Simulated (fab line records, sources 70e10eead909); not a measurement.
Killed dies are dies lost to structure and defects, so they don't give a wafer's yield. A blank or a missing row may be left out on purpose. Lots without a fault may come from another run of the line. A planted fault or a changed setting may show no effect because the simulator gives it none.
Chamber matching | flow nand_harc | NHARC_A_CHANNEL_FILL_D1_ALD_16 on ald_hk-02: 4 sister chambers
The step deposits SiO2, target thk 1.5 nm, pulse time 10 s, ald cycles 15. 4 wafers are shown with their chamber, then 7 later ones without.

WAFERS WITH THEIR CHAMBER
wafer  | chamber | heater_power_w (W)
L084.1 | 3       | 545
L084.2 | 0       | 522
L092.1 | 1       | 440
L092.3 | 2       | 509

WAFERS WITHOUT THEIR CHAMBER
wafer  | heater_power_w (W)
L092.5 | 530
L096.4 | 546
L096.5 | 498
L096.6 | 529
L097.1 | 457
L097.3 | 505
L097.4 | 525

WHICH CHAMBER EACH WENT THROUGH
wafer  | from the rows above          | in truth
L092.5 | can't be placed: 0 or 3 or 2 | 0
L096.4 | 3                            | 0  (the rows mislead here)
L096.5 | can't be placed: 2 or 0      | 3
L096.6 | can't be placed: 0 or 3 or 2 | 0
L097.1 | 1                            | 1
L097.3 | can't be placed: 2 or 0      | 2
L097.4 | can't be placed: 0 or 2 or 3 | 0
Placed correctly: 1 of 7. Can't be placed from these rows: 5 (the true chamber is among the candidates in 4). Placed wrongly: 1.
How it was worked out, from the rows above alone: a wafer's distance from a chamber is the root of the sum, over the readings, of the square of ((its reading less the chamber's mean) divided by the reading's scatter). The wafer belongs to the nearest chamber; if the next one is less than 2 further off, it can't be placed. A chamber's mean is the mean of its shown wafers. The scatter: with one shown wafer a chamber, the root of the mean of the squares of how far each hidden wafer lies from its nearest shown one.
